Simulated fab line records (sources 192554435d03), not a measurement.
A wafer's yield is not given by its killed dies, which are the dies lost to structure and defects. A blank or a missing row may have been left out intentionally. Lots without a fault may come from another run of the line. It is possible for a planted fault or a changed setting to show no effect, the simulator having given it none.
2 desks, one fault	flow n5 finfet	only its own numbers are on each desk; what lay behind them is given at the end

THE METROLOGY DESK
What the gauges read, lot by lot, whatever tool the lot ran on: means of the sampled wafers that have a number. A lot is out of limits, marked OUT, if its mean lies more than 4 standard deviations from the usual mean; the brackets give that distance.
Columns: A = cd nm at N5_PASSIVATION_CD_MEAS_10, usual 2999.6 nm
lot	first seen here	A
L548	day 12 19:10	2998.7
L549	day 12 22:34	2999.0
L552	day 13 22:38	3001.5
L553	day 13 22:48	3000.5
L554	day 13 23:33	3001.5
L555	day 14 09:32	3000.1
L558	day 15 15:45	3002.8
L563	day 16 00:01	2999.9
L561	day 16 09:09	2998.7
L565	day 17 21:30	2998.2
L571	day 18 22:30	3000.0
This desk found nothing out of limits on any of the 11 lots.

THE TOOL OWNER'S DESK: rie diel-03
The tool's own readings at N5_BEOL_M8_ETCH_41 (etches SiCN in CH3F/O2, target depth 31.9 nm, time 57.8 s): means of the sampled wafers that have a number, for each lot that ran on this tool. A lot is out of limits, marked OUT, if its mean lies more than 4 standard deviations from the usual mean; the brackets give that distance.
Columns: A = drypump motor current A at N5_BEOL_M8_ETCH_41, usual 5.8 A; B = oes product au at N5_BEOL_M8_ETCH_41, usual 0.79 a.u.; C = rf vpp V at N5_BEOL_M8_ETCH_41, usual 296.7 V; D = showerhead plenum p Torr at N5_BEOL_M8_ETCH_41, usual 1.97 Torr; E = throttle valve pct at N5_BEOL_M8_ETCH_41, usual 16.31 %
lot	first seen here	A	B	C	D	E
L549	day 10 12:52	5.7	0.85	296.4	1.94	16.21
L554	day 11 07:14	5.8	0.83	296.1	1.94	16.22
L553	day 11 10:43	5.7	0.84	297.6	1.99	16.26
L555	day 11 21:43	6.2	0.82	295.5	1.94	16.16
L558	day 13 00:52	5.8	0.78	297.7	2.03	16.46
L561	day 13 09:25	5.5	0.77	296.4	1.97	16.50
This desk found nothing out of limits on any of the 6 lots.

TAKEN TOGETHER
From the metrology desk's view, nothing was out of limits.
Nothing out of limits was seen by the tool owner's desk.

WHAT HAD BEEN PUT IN BY THE SIMULATOR
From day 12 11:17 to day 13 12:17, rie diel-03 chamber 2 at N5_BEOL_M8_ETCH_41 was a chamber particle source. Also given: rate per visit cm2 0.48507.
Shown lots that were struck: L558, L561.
